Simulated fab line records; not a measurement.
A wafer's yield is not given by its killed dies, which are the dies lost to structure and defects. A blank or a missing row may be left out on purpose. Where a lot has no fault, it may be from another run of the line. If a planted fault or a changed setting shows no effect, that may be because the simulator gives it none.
The same fault as seen by 2 desks -- flow n5_finfet -- each desk holds nothing but its own numbers, with what lay behind them at the end

== THE METROLOGY DESK ==
What the gauges read for every lot (on any tool): the sampled wafers with a number, averaged. The brackets show how far a lot's mean lies from the usual mean; more than 4 standard deviations puts the lot out of limits, marked OUT.
Columns: A = trench_depth_nm at N5_BEOL_M2_OCD_MEAS_38, usual 55.2 nm; B = cd_nm at N5_BEOL_M2_CD_MEAS_35, usual 18.0 nm
lot,first seen here,A,B
L108,day 8 02:05,55.4,18.2
L109,day 8 07:25,55.7,17.7
L119,day 12 18:10,54.9,18.2
L121,day 13 00:30,55.8,18.0
L124,day 13 15:13,56.1,17.9
L127,day 14 01:55,55.3,18.0
Result from this desk: across the 6 lots, nothing is out of limits.

== DESK OF THE TOOL OWNER: wet_bench-06 ==
The tool's own readings at N5_BEOL_M2_HM_STRIP_39 (strips TiN in peroxide tin strip, target depth 25 nm, time 158 s): means of the sampled wafers that have a number, for each lot that ran on this tool. The brackets show how far a lot's mean lies from the usual mean; more than 4 standard deviations puts the lot out of limits, marked OUT.
Columns: A = bath_heat_duty_pct at N5_BEOL_M2_HM_STRIP_39, usual 6.8 %
lot,first seen here,A
L108,day 8 02:07,6.7
L109,day 8 07:26,6.8
L124,day 13 15:14,7.2
Result from this desk: across the 3 lots, nothing is out of limits.

== PUT TOGETHER ==
At the metrology desk, nothing out of limits was observed.
The desk of the tool owner found nothing out of limits.

== WHAT THE SIMULATOR HAD PUT IN ==
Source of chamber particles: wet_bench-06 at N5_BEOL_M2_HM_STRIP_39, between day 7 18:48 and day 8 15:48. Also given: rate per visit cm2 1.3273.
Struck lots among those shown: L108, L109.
